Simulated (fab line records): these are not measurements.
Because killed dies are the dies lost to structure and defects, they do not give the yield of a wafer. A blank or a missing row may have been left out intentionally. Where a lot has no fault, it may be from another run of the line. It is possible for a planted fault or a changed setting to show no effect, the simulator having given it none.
Matching of chambers    flow nandHarc    NHARC_A_STAIRCASE_DESCUM_186 on rieDiel-04 has 4 sister chambers
The step chemistry O2, time 3 s. 8 wafers are shown with their chamber, then 10 later ones without.

WAFERS PAIRED WITH THEIR CHAMBERS
wafer   chamber  drypumpMotorCurrentA (A)  showerheadPlenumPTorr (Torr)
L079.2  2        5.6                       1.87
L082.4  0        5.9                       1.96
L088.5  3        6.2                       1.93
L088.6  0        5.9                       1.96
L091.4  2        5.6                       1.86
L091.6  1        5.0                       1.89
L090.2  3        6.1                       1.92
L090.4  1        5.0                       1.88

WAFERS WITHOUT THEIR CHAMBER
wafer   drypumpMotorCurrentA (A)  showerheadPlenumPTorr (Torr)
L090.5  5.9                       1.95
L093.1  6.2                       1.92
L093.2  5.0                       1.88
L093.3  5.7                       1.86
L095.2  6.2                       1.92
L095.4  5.6                       1.86
L095.6  6.0                       1.95
L096.2  5.0                       1.88
L096.3  6.2                       1.92
L096.5  6.0                       1.95

EACH ONE'S CHAMBER
wafer   from the rows above  in truth
L090.5  0                    0
L093.1  3                    3
L093.2  1                    1
L093.3  2                    2
L095.2  3                    3
L095.4  2                    2
L095.6  0                    0
L096.2  1                    1
L096.3  3                    3
L096.5  0                    0
Correct placement for 10 of the 10. Can't be placed from these rows: 0. Number placed wrongly: 0.
How it was worked out, from the rows above alone: a wafer's distance from a chamber is the root of the sum, over the readings, of the square of ((its reading less the chamber's mean) divided by the reading's scatter). If the next closest chamber is less than 2 further off than the closest, the wafer can't be placed; otherwise it belongs to the closest. Each chamber's mean is taken over the wafers shown for it. The scatter is the square root of a quotient: the sum, over the shown wafers, of each reading's squared deviation from its chamber's mean, divided by wafers minus chambers.
